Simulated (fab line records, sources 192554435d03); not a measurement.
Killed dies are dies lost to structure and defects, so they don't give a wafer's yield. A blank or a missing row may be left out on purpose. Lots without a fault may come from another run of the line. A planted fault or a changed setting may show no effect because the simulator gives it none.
Split-lot experiment | flow n5_finfet | 7 lots, 21 wafers read, on a route of 1938 steps

THE SPLIT
At N5_BEOL_M1_ETCH_64 (etches SOC in N2/H2, target depth 75 nm, overetch 15 nm, time 112.5 s), the setting time_s was moved away from the recipe's 112.5 s on 3 of the 21 wafers read, by +8.7% to +21.2%. The other wafers ran this setting at the recipe's value.

FROM THE SPLIT TO THE READING: what the file shows between them, 3 steps
- N5_BEOL_M1_STRIP_65: strips in N2/H2
- N5_BEOL_M1_STRIP_75: strips in N2/H2
- N5_BEOL_M1_STRIP_66: strips in CF4

THE READING
etch.depth_nm (the simulator's own value, which no gauge read), in nm, at N5_BEOL_M1_HM_OPEN_17 (chemistry Cl2/BCl3, target TiN, target depth 20 nm, overetch 6 nm). The file gives no usual value for it. The 18 wafers here that ran the recipe average 19.89 nm, standard deviation 0.27 nm.

wafer  | tool, chamber at the split | time_s as run, s | against the recipe | etch.depth_nm, nm | against lot-mates on the recipe
L074.2 | rie_diel-05, 2             | 112.5            | recipe             | 20.24             | -
L074.4 | rie_diel-05, 0             | 112.5            | recipe             | 20.27             | -
L074.6 | rie_diel-05, 2             | 112.5            | recipe             | 20.44             | -
L077.1 | rie_diel-01, 1             | 112.5            | recipe             | 19.75             | -
L077.4 | rie_diel-01, 0             | 112.5            | recipe             | 19.81             | -
L077.6 | rie_diel-01, 3             | 133.1            | +18.3%             | 17.95             | -1.83
L078.1 | rie_diel-05, 2,1           | 112.5            | recipe             | 19.43             | -
L078.2 | rie_diel-05, 2,1           | 112.5            | recipe             | 19.7              | -
L078.4 | rie_diel-05, 0             | 112.5            | recipe             | 19.42             | -
L082.1 | rie_diel-03, 2             | 112.5            | recipe             | 19.6              | -
L082.2 | rie_diel-03, 0             | 122.3            | +8.7%              | 18.93             | -0.84
L082.3 | rie_diel-03, 1             | 112.5            | recipe             | 19.95             | -
L083.2 | rie_diel-05, 2,2,1         | 112.5            | recipe             | 19.9              | -
L083.5 | rie_diel-05, 2,2,1         | 112.5            | recipe             | 20.08             | -
L083.6 | rie_diel-05, 2,2,1         | 112.5            | recipe             | 20.02             | -
L087.1 | rie_diel-05, 0             | 136.4            | +21.2%             | 17.74             | -2.21
L087.2 | rie_diel-05, 2,3           | 112.5            | recipe             | 20.14             | -
L087.4 | rie_diel-05, 2,3           | 112.5            | recipe             | 19.76             | -
L093.1 | rie_diel-05, 0,3           | 112.5            | recipe             | 19.97             | -
L093.3 | rie_diel-05, 2             | 112.5            | recipe             | 19.91             | -
L093.5 | rie_diel-05, 0,3           | 112.5            | recipe             | 19.72             | -
Where a row lists several chambers, the file gives one row for several wafers and doesn't say which wafer went through which chamber.

THE FIT
A straight line over all 21 wafers: etch.depth_nm changes by -0.104 nm for each +1% of time_s; r = -0.93; the points scatter about the line by 0.26 nm.
The same after taking each lot's own level away (the mean of its wafers on the recipe; 21 wafers): -0.102 nm for each +1%; r = -0.98; scatter 0.12 nm.
On that fit, the largest move of time_s shifts the reading by 2.2 nm.
The lots' own levels span 19.517 to 20.317 nm, that is 3.0 times the standard deviation above.
So the lot-to-lot level changes the slope little: the two slopes agree.
Check: with one of the wafers moved furthest among these (+21.2%) left out of the fit, the line predicts -2.11 nm for it against its lot-mates. It came out at -2.21 nm against them.

OTHER SPLITS ON THESE WAFERS
These wafers also went through other splits before the reading. Each is held against what the fit with the lots' levels taken away leaves over:
other split on the same wafers         | wafers away from the commonest value | r with etch.depth_nm (lot level and that fit taken away)
N5_SDB_EXPOSE_08 dose_mj               | 7                                    | -0.01
N5_HKMG_FIN_ETCH_35 source_w           | 6                                    | -0.05
N5_MOL_CONTACT_COAG_ALD_27 ald_cycles  | 6                                    | +0.23
N5_MOL_CONTACT_COAG_VIA_ETCH_46 bias_w | 9                                    | -0.02
N5_MOL_CONTACT_COAG_COAT_34 spin_rpm   | 5                                    | +0.25
N5_BEOL_M1_COAT_05 spin_rpm            | 8                                    | +0.09

THE WHOLE CHAIN: every reading that the file lists as answering this split, in the file's order
step                  | what it does                                                          | reading                                                                          | change (the file's fit)                | r (the file's)
N5_BEOL_M1_ETCH_64    | etches SOC in N2/H2, target depth 75 nm, overetch 15 nm, time 112.5 s | SiARC_of_BEOL_M1_COAT_62.thk_nm (the simulator's own value, which no gauge read) | -0.0495 nm for each +1% of the setting | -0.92
N5_BEOL_M1_HM_OPEN_17 | chemistry Cl2/BCl3, target TiN, target depth 20 nm, overetch 6 nm     | etch.depth_nm (the simulator's own value, which no gauge read)                   | -0.102 nm for each +1% of the setting  | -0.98

THE FILE'S OWN FIT
etch.depth_nm changes by -0.102 nm for each +1% of time_s, r = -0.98.
